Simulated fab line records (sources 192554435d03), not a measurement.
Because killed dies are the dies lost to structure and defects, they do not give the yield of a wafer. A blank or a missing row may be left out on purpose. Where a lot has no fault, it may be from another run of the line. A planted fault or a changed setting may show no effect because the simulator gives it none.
fab line records    flow n5_finfet
record lots=6  wafers=18  last_day=17
route steps=1938 shown HKMG_FIN@441 GATE_CUT@465 PASSIVATION@1936
lots that met no fault: taken from a fault-free run of the same line
start_h: hours from the record's opening day to when the first of the lot's shown wafers began    wait_h: time in hours since the lot's previous step    " as in the row above    L1.1+2: one row covering several wafers at once    - value missing, or start not given    * or withheld: withheld    < > ~ a bound
route shown NAME@n: NAME is a module with steps in the file, n the number in the route of the first one    usual: mean/standard deviation taken from wafers without a fault    same: alike in all rows    chamber/n: place in a boat    sites: readings site by site    _std_site: the values' standard deviation    _edge_site: mean of outer sites minus mean of inner sites    radius_mm: how far each site lies from the wafer's centre    mask NAME#n: copy n    behind: tool/chamber where the wafer was last shaped    hold: what put the lot on hold/how long, in hours/how the hold closed    device: which transistor (n, p or np) failed to switch    end of line: at the end of the route, the tests of the same wafers    a step with no rows: only its recipe    killed: count of dies lost to structure and defects at first sort (not the wafer's yield)    map: per-die view of a wafer (x killed, . not killed, _ where there is no die)
set.NAME: the setting the step ran with; set.NAME@STEP: the setting that earlier step ran with    model.NAME: the simulator's own value behind a step, which no gauge read
lots seen at some steps along the route; tables by step, rows by wafer
services: when a tool's chamber went out of use (start_h, in hours from the record's first day, below 0 if earlier), for how many hours, and the reason
## steps
# step N5_HKMG_FIN_STRIP_19
# recipe chemistry=N2/H2  power_w=2500  temp_c=300  h2_frac=0.65  time_s=360  pressure_mtorr=withheld  n2_flow_sccm=1750  h2_flow_sccm=3250
# step N5_HKMG_FIN_ALD_91
# recipe material=TiN  target_thk_a=10  temp_c=400  ald_precursor_family=TiCl4  ald_co_reactant=NH3  pulse_time_s=1  purge_time_s=3  co_reactant_purge_time_s=2  co_reactant_pulse_time_s=2  ald_cycles=47  pressure_torr=3
# step N5_HKMG_FIN_COAT_85
# recipe resist=SOC  temp_c=250  time_s=60  spin_rpm=1500  resist_thk_nm=300
# step N5_HKMG_FIN_ETCH_86
# recipe chemistry=N2/H2  target=SOC  target_depth_a=3932  stop_on=TiN  ion_energy_ev=100  bias_w=61  pressure_mtorr=30  source_w=850  n2_flow_sccm=200  h2_flow_sccm=200
# step N5_HKMG_FIN_STRIP_89
# recipe chemistry=N2/H2  material=SOC  time_s=20  power_w=500  temp_c=40  pressure_mtorr=50  rf_frequency_hz=6e+07  bias_power_w=8  h2_frac=0.5  n2_flow_sccm=300  h2_flow_sccm=300
# step N5_HKMG_FIN_WET_ETCH_87
# recipe chemistry=SC1  target=TiN  mix=1:2:40  temp_c=50  time_s=154.2  target_depth_nm=4.7  dry=ipa_marangoni  rinse_time_s=30  rinse_temp_c=23
# step N5_HKMG_FIN_STRIP_88
# recipe chemistry=N2/H2  power_w=2500  temp_c=300  h2_frac=0.65  time_s=360  pressure_mtorr=withheld  n2_flow_sccm=1750  h2_flow_sccm=3250
# step N5_HKMG_FIN_NWFM_ALD_20
# recipe material=TiAlC  target_thk_a=20  temp_c=300  ald_precursor_family=TiCl4  ald_co_reactant=TEA  pulse_time_s=3  purge_time_s=2  co_reactant_purge_time_s=2  co_reactant_pulse_time_s=10  ald_cycles=7  pressure_torr=3
# step N5_HKMG_FIN_ALD_71
# recipe material=TiN  target_thk_a=10  temp_c=400  ald_precursor_family=TiCl4  ald_co_reactant=NH3  pulse_time_s=1  purge_time_s=3  co_reactant_purge_time_s=2  co_reactant_pulse_time_s=2  ald_cycles=47  pressure_torr=3
# step N5_HKMG_FIN_COAT_66
# recipe resist=SOC  temp_c=250  time_s=60  spin_rpm=1500  resist_thk_nm=300
# step N5_HKMG_FIN_ETCH_67
# recipe chemistry=N2/H2  target=SOC  target_depth_a=3889  stop_on=TiN  ion_energy_ev=100  bias_w=61  pressure_mtorr=30  source_w=850  n2_flow_sccm=200  h2_flow_sccm=200
# step N5_HKMG_FIN_STRIP_90
# recipe chemistry=N2/H2  material=SOC  time_s=20  power_w=500  temp_c=40  pressure_mtorr=50  rf_frequency_hz=6e+07  bias_power_w=8  h2_frac=0.5  n2_flow_sccm=300  h2_flow_sccm=300
# step N5_HKMG_FIN_WET_ETCH_73
# recipe chemistry=SC1  mix=1:2:40  temp_c=50  time_s=42.3  target_depth_nm=1.3  dry=ipa_marangoni  rinse_time_s=30  rinse_temp_c=23
# usual nh4oh_flow_mL_min=34.87/0.12
lot.wafer  tool          chamber  start_h  wait_h  nh4oh_flow_mL_min
L615.2     wet_bench-06  6        90.00    0.1     34.92
L615.3     "             7        "        "       34.83
L615.5     "             0        "        "       34.87
L617.3     wet_bench-01  5        104.00   0.1     34.75
L617.4     "             6        "        "       35.05
L617.6     "             2        "        "       35.05
L618.1     wet_bench-06  5        110.71   0.1     34.81
L618.3     "             4        "        "       34.64
L618.5     "             6        "        "       34.69
L622.1     wet_bench-06  4        132.79   0.1     34.74
L622.5     "             2        "        "       34.80
L622.6     "             1        "        "       34.99
L624.4     wet_bench-06  3        146.91   0.1     34.66
L624.5     "             1        "        "       34.76
L624.6     "             0        "        "       34.87
L635.3     wet_bench-06  0        211.25   0.1     34.86
L635.4     "             1        "        "       34.91
L635.6     "             4        "        "       34.92
# step N5_HKMG_FIN_ETCHBACK_68
# recipe chemistry=Cl2/Ar  stop_on=HfO2  target_depth_a=5  pressure_mtorr=10  icp_w=600  bias_w=60  Cl2_flow_sccm=40  Ar_flow_sccm=60
# usual drypump_motor_current_A=5.7/0.35  oes_product_au=0.81/0.13  throttle_valve_pct=20.78/0.17
lot.wafer  tool          chamber  start_h  wait_h  drypump_motor_current_A  oes_product_au  rf_hours_counter_h  throttle_valve_pct
L615.2     rie_metal-03  0        90.10    0.1     5.7                      0.83            -                   20.69
L615.3     "             0        "        "       5.7                      0.83            -                   20.69
L615.5     "             0        "        "       5.7                      0.83            -                   20.67
L617.3     rie_metal-03  1        104.09   0.1     5.7                      0.97            -                   20.60
L617.4     "             0        "        "       5.7                      0.82            -                   20.69
L617.6     "             1        "        "       5.7                      0.97            -                   20.61
L618.1     rie_metal-03  1        110.77   0.0     5.7                      0.95            2                   20.61
L618.3     "             0        "        "       5.7                      0.83            -                   20.67
L618.5     "             1        "        "       5.7                      0.92            -                   20.66
L622.1     rie_metal-03  0        132.85   0.0     5.7                      0.82            28                  20.69
L622.5     "             0        "        "       5.7                      0.82            -                   20.69
L622.6     "             1        "        "       5.7                      0.93            -                   20.63
L624.4     rie_metal-03  1        147.01   0.1     5.7                      0.91            -                   20.62
L624.5     "             0        "        "       5.7                      0.82            -                   20.70
L624.6     "             1        "        "       5.7                      0.92            -                   20.62
L635.3     rie_metal-02  0        211.39   0.1     6.2                      0.64            -                   20.95
L635.4     "             0        "        "       6.3                      0.64            -                   20.93
L635.6     "             0        "        "       6.3                      0.64            -                   20.94
# step N5_HKMG_FIN_STRIP_69
# recipe chemistry=N2/H2  power_w=2500  temp_c=300  h2_frac=0.65  time_s=360  pressure_mtorr=withheld  n2_flow_sccm=1750  h2_flow_sccm=3250
# step N5_HKMG_FIN_ALD_21
# recipe material=TiN  target_thk_a=15  temp_c=400  ald_precursor_family=TiCl4  ald_co_reactant=NH3  pulse_time_s=1  purge_time_s=3  co_reactant_purge_time_s=2  co_reactant_pulse_time_s=2  ald_cycles=68  pressure_torr=3
# step N5_HKMG_FIN_ALD_72
# recipe material=W  target_thk_a=20  temp_c=300  pressure_torr=7.5  ald_precursor_family=WF6  ald_co_reactant=B2H6  pulse_time_s=1  purge_time_s=2  co_reactant_purge_time_s=2  co_reactant_pulse_time_s=3  ald_cycles=7
# usual heater_power_w=452/26  precursor_pulse_height_rel=1.000/0.021
lot.wafer  tool      chamber  start_h  wait_h  heater_power_w  precursor_pulse_height_rel
L615.2     cvd_w-01  0        91.07    0.2     442             0.984
L615.3     "         1        "        "       443             1.028
L615.5     "         0        "        "       459             0.999
L617.3     cvd_w-01  1        104.96   0.2     432             0.998
L617.4     "         0        "        "       447             0.966
L617.6     "         1        "        "       440             0.999
L618.1     cvd_w-02  0        111.66   0.2     526             1.034
L618.3     "         1        "        "       458             1.001
L618.5     "         0        "        "       535             0.999
L622.1     cvd_w-02  0        133.74   0.2     521             0.967
L622.5     "         0        "        "       526             1.003
L622.6     "         1        "        "       432             1.005
L624.4     cvd_w-01  0        147.88   0.2     449             0.976
L624.5     "         1        "        "       438             0.959
L624.6     "         0        "        "       447             1.016
L635.3     cvd_w-01  1        212.34   0.2     430             0.995
L635.4     "         0        "        "       451             0.999
L635.6     "         0        "        "       450             0.973
# step N5_HKMG_FIN_W_FILL_22
# recipe material=W  target_thk_a=600  temp_c=400  pressure_torr=39.4  time_s=18.2
# step N5_HKMG_FIN_PRECLEAN_83
# recipe chemistry=DIW  time_s=57.5  temp_c=23
# step N5_HKMG_FIN_SRD_84
# recipe dry_time_s=32  dry=n2_spin  spin_rpm=1500
# step N5_HKMG_FIN_CMP_23
# recipe stop_on=SiNx  t_overpolish_s=10  post_cmp_clean=rinse_only  down_force_psi=4  platen_rpm=50.289  pad_velocity_m_s=1.0006  target_thk_nm=46.326
# usual motor_current_A=11.9/1.1  overpolish_run_s=9.99/0.076  time_to_endpoint_s=12.6/2.4
lot.wafer  tool    chamber  start_h  wait_h  motor_current_A  overpolish_run_s  time_to_endpoint_s
L615.3     cmp-02  2        91.32    0.1     10.7             10.00             16.2
L615.2     "       3        "        "       11.6             10.00             13.8
L615.5     "       2        "        "       11.1             10.01             13.9
L617.3     cmp-02  2        105.25   0.2     11.2             10.01             13.3
L617.4     "       3        "        "       11.5             9.98              13.9
L617.6     "       2        "        "       11.1             10.01             16.1
L618.1     cmp-02  2        111.83   0.0     11.7             10.00             14.6
L618.3     "       3        "        "       11.3             10.00             13.7
L618.5     "       3        "        "       10.6             9.98              12.5
L622.1     cmp-02  3        133.91   0.0     11.4             10.01             15.2
L622.6     "       3        "        "       11.4             10.01             12.3
L622.5     "       0        "        "       13.2             10.00             12.4
L624.4     cmp-02  0        148.03   0.0     12.9             10.01             9.5
L624.5     "       0        "        "       12.8             9.99              9.6
L624.6     "       1        "        "       12.6             10.00             12.9
L635.4     cmp-03  2        212.59   0.1     11.7             9.99              14.6
L635.3     "       0        "        "       10.8             10.00             12.2
L635.6     "       2        "        "       11.1             10.00             13.7
# step N5_HKMG_FIN_CMP_94
# recipe stop_on=SiNx  post_cmp_clean=w_dilute_nh4oh  t_overpolish_s=4.7  down_force_psi=4  platen_rpm=50.289  pad_velocity_m_s=1.0006  target_thk_nm=43.299
# usual motor_current_A=11.9/1.1
lot.wafer  tool    chamber  start_h  wait_h  motor_current_A
L615.3     cmp-02  2        91.75    0.3     11.0
L615.2     "       3        "        "       10.7
L615.5     "       2        "        "       10.7
L617.3     cmp-02  2        105.73   0.4     10.1
L617.4     "       3        "        "       11.2
L617.6     "       2        "        "       11.2
L618.1     cmp-02  2        112.31   0.4     11.3
L618.3     "       3        "        "       10.9
L618.5     "       3        "        "       11.2
L622.1     cmp-02  3        134.39   0.4     11.8
L622.6     "       3        "        "       11.2
L622.5     "       0        "        "       13.3
L624.4     cmp-02  0        148.51   0.4     12.8
L624.5     "       0        "        "       13.1
L624.6     "       1        "        "       12.8
L635.4     cmp-03  2        213.02   0.3     10.8
L635.3     "       0        "        "       11.0
L635.6     "       2        "        "       10.5
# step N5_GATE_CUT_ETCHBACK_00
# recipe chemistry=SF6/Cl2  target=W  pressure_mtorr=8  icp_w=900  bias_w=80  SF6_flow_sccm=40  Cl2_flow_sccm=60
# step N5_GATE_CUT_ETCH_56
# recipe chemistry=Cl2/Ar  target=TiN  target_depth_a=216  pressure_mtorr=10  icp_w=600  bias_w=60  Cl2_flow_sccm=40  Ar_flow_sccm=60
# step N5_GATE_CUT_ETCHBACK_30
# recipe chemistry=Cl2/Ar  target=TiN  target_depth_a=30  mode=isotropic  pressure_mtorr=10  icp_w=600  bias_w=60  Cl2_flow_sccm=40  Ar_flow_sccm=60
# step N5_GATE_CUT_VAPOR_ETCH_60
# recipe chemistry=BCl3/Cl2  target=HfO2  mode=isotropic
# step N5_GATE_CUT_ETCH_58
# recipe chemistry=CH3F/O2  target=SiNx  target_depth_a=170  time_s=128.6  ion_energy_ev=50  pressure_mtorr=30  source_w=415  bias_w=21  Ar_flow_sccm=150  CH3F_flow_sccm=30  O2_flow_sccm=20
# usual drypump_motor_current_A=5.4/0.52  oes_product_au=0.79/0.11  rf_vpp_V=99.3/0.96  showerhead_plenum_p_Torr=2.02/0.072  throttle_valve_pct=16.29/0.19
lot.wafer  tool         chamber  start_h  wait_h  drypump_motor_current_A  oes_product_au  rf_hours_counter_h  rf_vpp_V  showerhead_plenum_p_Torr  throttle_valve_pct
L615.2     rie_diel-02  0        92.54    0.1     6.5                      0.70            221                 99.4      2.06                      16.19
L615.3     "            2        "        "       5.1                      0.73            178                 99.1      2.00                      16.22
L615.5     "            3        "        "       4.9                      0.93            -                   99.2      1.96                      16.25
L617.3     rie_diel-02  1        106.31   0.1     5.6                      0.76            134                 100.0     2.10                      16.45
L617.4     "            0        "        "       6.5                      0.70            226                 99.3      2.06                      16.19
L617.6     "            3        "        "       5.0                      0.91            -                   98.4      1.96                      16.26
L618.1     rie_diel-02  0        113.13   0.1     6.5                      0.69            228                 99.6      2.06                      16.20
L618.3     "            3        "        "       4.9                      0.92            20                  99.0      1.96                      16.26
L618.5     "            1        "        "       5.6                      0.76            -                   98.5      2.10                      16.45
L622.1     rie_diel-04  3        134.95   0.0     5.9                      0.72            199                 96.8      1.89                      16.56
L622.5     "            3        "        "       5.9                      0.71            -                   99.4      1.89                      16.59
L622.6     "            0        "        "       5.4                      1.02            -                   98.8      1.96                      16.00
L624.4     rie_diel-04  2        149.10   0.1     4.7                      0.94            12                  101.6     2.15                      16.13
L624.5     "            1        "        "       5.1                      0.69            -                   99.4      2.05                      16.32
L624.6     "            2        "        "       4.7                      0.94            -                   98.4      2.15                      16.12
L635.3     rie_diel-02  3        213.55   0.0     4.9                      0.85            52                  99.1      1.95                      16.32
L635.4     "            1        "        "       5.6                      0.73            170                 99.2      2.08                      16.52
L635.6     "            3        "        "       4.9                      0.85            -                   99.4      1.95                      16.33
# step N5_GATE_CUT_STRIP_59
# recipe chemistry=N2/H2  time_s=20  power_w=100  temp_c=40  pressure_mtorr=100  rf_frequency_hz=6e+07  bias_power_w=3  n2_flow_sccm=300  h2_flow_sccm=300
# step N5_GATE_CUT_PRECLEAN_31
# recipe temp_c=23  chemistry=DIW  time_s=300
# step N5_GATE_CUT_SRD_32
# recipe time_s=30  temp_c=23  rinse_liquid=diw  dry=ipa_marangoni
# step N5_GATE_CUT_SAC_CAP_01
# recipe material=SiNx  target_thk_a=240  temp_c=400  ald_precursor_family=SiH2I2  ald_co_reactant=N2/H2-plasma  pulse_time_s=1  ald_cycles=480  purge_time_s=2  co_reactant_purge_time_s=2  pressure_torr=2
# step N5_GATE_CUT_PECVD_57
# recipe material=SiNx  target_thk_a=210  temp_c=400  precursor=SiH4/NH3/N2  pressure_torr=1.5  rf_w=300
# step N5_GATE_CUT_CMP_02
# recipe stop_on=SiO2  t_overpolish_s=12.7  post_cmp_clean=alkaline_brush  down_force_psi=2.5  platen_rpm=51.8  pad_velocity_m_s=1.0307  target_thk_nm=0
# step N5_GATE_CUT_HM_DEP_46
# recipe material=SiO2  target_thk_a=1300  temp_c=400  precursor=TEOS/O2  pressure_torr=6.5  rf_w=900  teos_flow_sccm=161.4  gas=O2  flow_sccm=2650  time_s=26.6
# step N5_GATE_CUT_COAT_34
# recipe resist=SOC  temp_c=250  time_s=60  spin_rpm=1500  resist_thk_nm=60
# step N5_GATE_CUT_COAT_35
# recipe resist=SiARC  temp_c=220  time_s=60  spin_rpm=1500  resist_thk_nm=10
# step N5_GATE_CUT_COAT_27
# recipe resist=underlayer  temp_c=205  time_s=60  spin_rpm=1500  resist_thk_nm=10
# step N5_GATE_CUT_COAT_07
# recipe resist=CAR-EUV  spin_rpm=1500  resist_thk_nm=30
# step N5_GATE_CUT_EBR_09
# recipe solvent=PGMEA  ebr_width_mm=1.5
# step N5_PASSIVATION_PROBE_49
# usual defect_limited_yield=91.3/1.5  killed_at_M0_to_M3=34/11  killed_at_M4_up=14/6.1  killed_at_contacts=12/5.9  killed_at_front_end=39/11  killed_at_other=4/3.3  killed_dies=102/18  killed_on_rim=13/3.8  killed_open=67/13  killed_short=33/7.9  sort_bin_5_function=5.1/1  sort_bin_6_memory=3.3/0.7  sort_bin_8_speed=0.1/0.69  sort_n_pass=1077/19  sort_yield_pct=91.3/1.6
# same gross_dies=1180  killed_at_back_side=0  sort_bin_4_leakage[%]=0
lot.wafer  tool       chamber  start_h  wait_h  defect_limited_yield[%]  killed_at_M0_to_M3  killed_at_M4_up  killed_at_contacts  killed_at_front_end  killed_at_other  killed_dies  killed_on_rim  killed_open  killed_short  sort_bin_5_function[%]  sort_bin_6_memory[%]  sort_bin_8_speed[%]  sort_n_pass  sort_yield_pct[%]
L615.2     prober-01  -        261.07   0.1     90.7                     23                  15               20                  51                   1                110          12             71           34            5.3                     3.5                   0                    1070         90.7
L615.3     prober-01  -        261.12   0.1     88.2                     42                  15               18                  61                   3                139          20             95           43            7.5                     3.6                   0                    1041         88.2
L615.5     prober-01  -        261.22   0.2     91.9                     20                  5                12                  51                   8                96           19             71           25            4.2                     3.8                   0                    1084         91.9
L618.1     prober-02  -        292.59   0.0     91.4                     28                  14               8                   42                   10               102          6              73           28            4.5                     3.7                   0                    1078         91.4
L618.3     prober-02  -        292.69   0.1     90.5                     34                  22               11                  42                   3                112          17             69           40            5.9                     3.1                   0                    1068         90.5
L618.5     prober-02  -        292.79   0.2     93.0                     23                  14               7                   39                   0                83           12             57           25            4.1                     2.7                   0                    1097         93.0
L622.1     prober-01  -        322.02   0.0     81.8                     22                  8                7                   173                  5                215          10             42           28            11.7                    4.1                   0                    965          81.8
L622.5     prober-01  -        322.22   0.2     85.3                     36                  14               13                  106                  4                173          30             58           50            7.4                     4.9                   0                    1007         85.3
L622.6     prober-01  -        322.27   0.3     84.0                     25                  14               10                  140                  0                189          37             71           27            10.6                    3.3                   0                    991          84.0
L624.4     prober-01  -        328.22   0.2     84.2                     38                  9                7                   128                  5                187          21             42           32            10.6                    3.2                   0                    993          84.2
L624.5     prober-01  -        328.27   0.2     82.9                     44                  15               18                  117                  8                202          29             77           37            11.8                    3.4                   0                    978          82.9
L624.6     prober-01  -        328.32   0.3     84.7                     37                  9                11                  116                  7                180          31             62           35            9.6                     3.7                   0                    1000         84.7
# killed by level:class
L615.2 FIN_SAQP:geometric_particle:open=20 MOL_CONTACT_COAG:geometric_particle:open=16 FIN_SAQP:geometric_particle:short=10 BEOL_M3:geometric_particle:open=8 DUMMY_GATE:geometric_particle:open=7 BEOL_M4:geometric_particle:open=6 MOL_CONTACT_COAG:geometric_particle:short=4 HKMG_FIN:area_etch=4
L615.3 FIN_SAQP:geometric_particle:open=23 MOL_CONTACT_COAG:geometric_particle:open=13 FIN_SAQP:geometric_particle:short=10 BEOL_M1:geometric_particle:open=8 GATE_CUT:geometric_particle:short=8 BEOL_M0:geometric_particle:open=8 BEOL_M3:geometric_particle:open=8 BEOL_M4:geometric_particle:open=7
L615.5 FIN_SAQP:geometric_particle:open=30 MOL_CONTACT_COAG:geometric_particle:open=11 FIN_SAQP:geometric_particle:short=9 STI_FIN_REVEAL:geometric_particle:open=6 BEOL_M0_SAQP:geometric_particle:open=5 BEOL_M2:geometric_particle:open=5 BEOL_M0:geometric_particle:open=3 MIM_BOT:geometric_particle:open=3
L618.1 STI_FIN_REVEAL:geometric_particle:open=13 BEOL_M0_SAQP:geometric_particle:short=9 BEOL_M0_SAQP:geometric_particle:open=9 DUMMY_GATE:geometric_particle:open=7 MOL_CONTACT_COAG:geometric_particle:open=7 BEOL_M1:geometric_particle:open=6 STARTING-WAFER:geometric_particle:open=6 FIN_SAQP:geometric_particle:open=5
L618.3 BEOL_M4:geometric_particle:open=14 FIN_SAQP:geometric_particle:short=10 FIN_SAQP:geometric_particle:open=8 BEOL_M0_SAQP:geometric_particle:short=8 BEOL_M1:geometric_particle:open=8 BEOL_M0_SAQP:geometric_particle:open=7 GATE_CUT:geometric_particle:open=5 MOL_CONTACT_COAG:geometric_particle:short=5
L618.5 STI_FIN_REVEAL:geometric_particle:open=10 BEOL_M1:geometric_particle:open=7 FIN_SAQP:geometric_particle:open=6 DUMMY_GATE:geometric_particle:open=6 MOL_CONTACT_COAG:geometric_particle:open=6 STI_FIN_REVEAL:geometric_particle:short=4 BEOL_M0_SAQP:geometric_particle:short=4 BEOL_M4:geometric_particle:short=4
L622.1 HKMG_FIN:unspecified=141 BEOL_M0_SAQP:geometric_particle:short=8 GATE_CUT:geometric_particle:open=7 STI_FIN_REVEAL:geometric_particle:open=5 MOL_CONTACT_COAG:geometric_particle:short=4 BEOL_M1:geometric_particle:open=4 FIN_SAQP:geometric_particle:open=3 GATE_CUT:geometric_particle:short=3
L622.5 HKMG_FIN:unspecified=61 BEOL_M0_SAQP:geometric_particle:short=13 GATE_CUT:geometric_particle:short=9 BEOL_M0_SAQP:geometric_particle:open=9 STI_FIN_REVEAL:geometric_particle:open=8 BEOL_M4:geometric_particle:open=8 FIN_SAQP:geometric_particle:open=7 MOL_CONTACT_COAG:geometric_particle:open=7
L622.6 HKMG_FIN:unspecified=87 STI_FIN_REVEAL:geometric_particle:open=15 MOL_CONTACT_COAG:geometric_particle:open=9 FIN_SAQP:geometric_particle:open=8 BEOL_M2:geometric_particle:open=7 GATE_CUT:geometric_particle:open=6 BEOL_M2:geometric_particle:short=6 DUMMY_GATE:geometric_particle:open=5
L624.4 HKMG_FIN:unspecified=112 BEOL_M0_SAQP:geometric_particle:short=9 BEOL_M0_SAQP:geometric_particle:open=7 BEOL_M1:geometric_particle:open=6 MOL_CONTACT_COAG:geometric_particle:open=5 BEOL_M4:geometric_particle:open=5 BEOL_M3:geometric_particle:open=4 FIN_SAQP:geometric_particle:short=3
L624.5 HKMG_FIN:unspecified=86 MOL_CONTACT_COAG:geometric_particle:open=17 BEOL_M0_SAQP:geometric_particle:short=13 STI_FIN_REVEAL:geometric_particle:open=9 BEOL_M4:geometric_particle:open=9 FIN_SAQP:geometric_particle:open=8 GATE_CUT:geometric_particle:short=6 BEOL_M0_SAQP:geometric_particle:open=6
L624.6 HKMG_FIN:unspecified=83 BEOL_M1:geometric_particle:open=8 GATE_CUT:geometric_particle:short=7 MOL_CONTACT_COAG:geometric_particle:open=7 STI_FIN_REVEAL:geometric_particle:open=6 BEOL_M0_SAQP:geometric_particle:short=6 BEOL_M0_SAQP:geometric_particle:open=6 BEOL_M2:geometric_particle:open=6
# map L622.1 (x killed, . not)
_________________.....x......________________
______________.........x........_____________
___________........x.....x......x..__________
__________.......x......x...x......._________
________..................x..........._______
_______.........x.....x.......x.....x..______
______..........x...................x..._____
_____..........x................x........____
____..........x.............x.........x...___
___........x...............................__
___...........x............................__
__......................x..................._
__.......x....x............................._
_x..........x.xx...........xx......x.........
_..........xx.x.x.x...........x..............
_..........x..xxxxx.x..x..x.......x.xx.......
_.......xx.xxxxxxxx.x.x......................
_........xxxxxxxxxxxxx.........x.............
_x...xxx..xxxxxxxxxxxxxx.x........x......xx..
_..x...xxxxxxxxxxxxxx.x.x.........x.x........
_.......xxxxxxxxxxxxxxx....................x.
__......xxxxxxxxxxxxxxx....................._
__.......xxxxxxxxxxxxx...x.................._
___......xxxxxxxxxxxxxx......x..........x..__
___..x......xxxxxxxxxx.x.............x.....__
____.......x..x...x..x....x..........x....___
_____......x...xxx........x......x....x..____
______x...........................x....._____
_______..x......x..................x...______
________.........................x...._______
__________.............x............_________
___________......................x.__________
______________.................x_____________
_________________..x.x.......________________
# map L624.5 (x killed, . not)
_________________...x........________________
______________......x..........._____________
___________....x.........x.........__________
__________.x.................x......_________
________......................x......._______
_______................................______
______...............x..x.......x......x_____
_____..xxx.............x..x...x..........____
____...........................xx.....x...___
___...x............xx......x......x........__
___.............x.....x.x...........x..x...__
__.............x..........................x._
__..x.xxx................x........x......x.._
_x.............x.x......x..x..x.............x
_......x...............................x.....
_...x.........x....x..x......xx............xx
_...................x..............x......x..
_....x..........x.xx.x.x.............xxx...x.
_...........x......x..x.....x.....x..x....x.x
_....................x.x..........xxxxxxxxxxx
_x...........................x...xxxxxxxxxxxx
__x...............................xxxxxxxxxx_
__.............x.................xxxxxxxxxxx_
___....x.........x....x.......x...xxxxxxxxx__
___x.x....................x..x....xxxxxxxxx__
____..xx...............xx...x....xxxxxxxxx___
_____.....x......x.............x.xxxxxxxx____
______....................x..x.......xxx_____
_______..x......x.....x....x...x.......______
________.....x.x......x....x.......xx._______
__________x....................x...._________
___________..........x.x..x..x.....__________
______________....xx............_____________
_________________............________________
## services
tool          chamber  start_h  hours  kind
cvd_w-01      -        66.24    6.9    pm
cmp-03        -        66.63    4.0    repair
cvd_w-02      1        82.13    2.9    repair
rie_diel-02   -        84.23    0.9    repair
rie_diel-02   2        87.37    1.3    repair
cmp-03        -        88.78    63.6   repair
rie_diel-02   1        89.59    5.3    repair
rie_diel-02   2        94.72    4.8    repair
rie_metal-02  -        111.94   2.8    pm
cmp-02        -        116.60   4.0    pm
cvd_w-01      -        118.93   0.5    repair
cmp-02        -        120.60   -      consumable_replace:conditioner
cmp-02        -        120.60   -      consumable_replace:pad
rie_metal-02  1        136.39   1.8    repair
cmp-02        -        136.64   2.2    repair
rie_metal-03  1        145.12   1.7    repair
cmp-03        -        152.41   4.0    pm
cvd_w-01      1        155.84   5.0    repair
rie_diel-02   0        185.57   -      clean
wet_bench-01  -        188.15   1.5    repair
cvd_w-02      -        202.73   6.9    pm
cmp-03        -        203.49   4.3    repair
rie_metal-02  1        206.40   14.0   repair
cmp-02        -        208.01   1.8    repair
## key
first_sign step=N5_PASSIVATION_PROBE_49  reading=killed_at_front_end  direction=up  sigmas=8.6  usual=39  struck=130
effect step=N5_PASSIVATION_PROBE_49  reading=defect_limited_yield  direction=down  sigmas=5  usual=91.3  struck=83.8
more_kills_born_at N5_HKMG_FIN_WET_ETCH_73@wet_bench-06=570
met_at N5_HKMG_FIN_WET_ETCH_73
struck_wafers L622.1,L622.5,L622.6,L624.4,L624.5,L624.6
onset_between 110.71 132.79
also_fits N5_HKMG_FIN_ETCHBACK_68:rie_metal-03,N5_HKMG_FIN_CMP_23:cmp-02,N5_HKMG_FIN_CMP_94:cmp-02,N5_GATE_CUT_ETCH_58:rie_diel-04
fault kind=chamber_particle_source  tool=wet_bench-06  chamber=-  onset_h=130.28  steps=N5_HKMG_FIN_WET_ETCH_73  rate_per_visit_cm2=0.9588  end_h=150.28
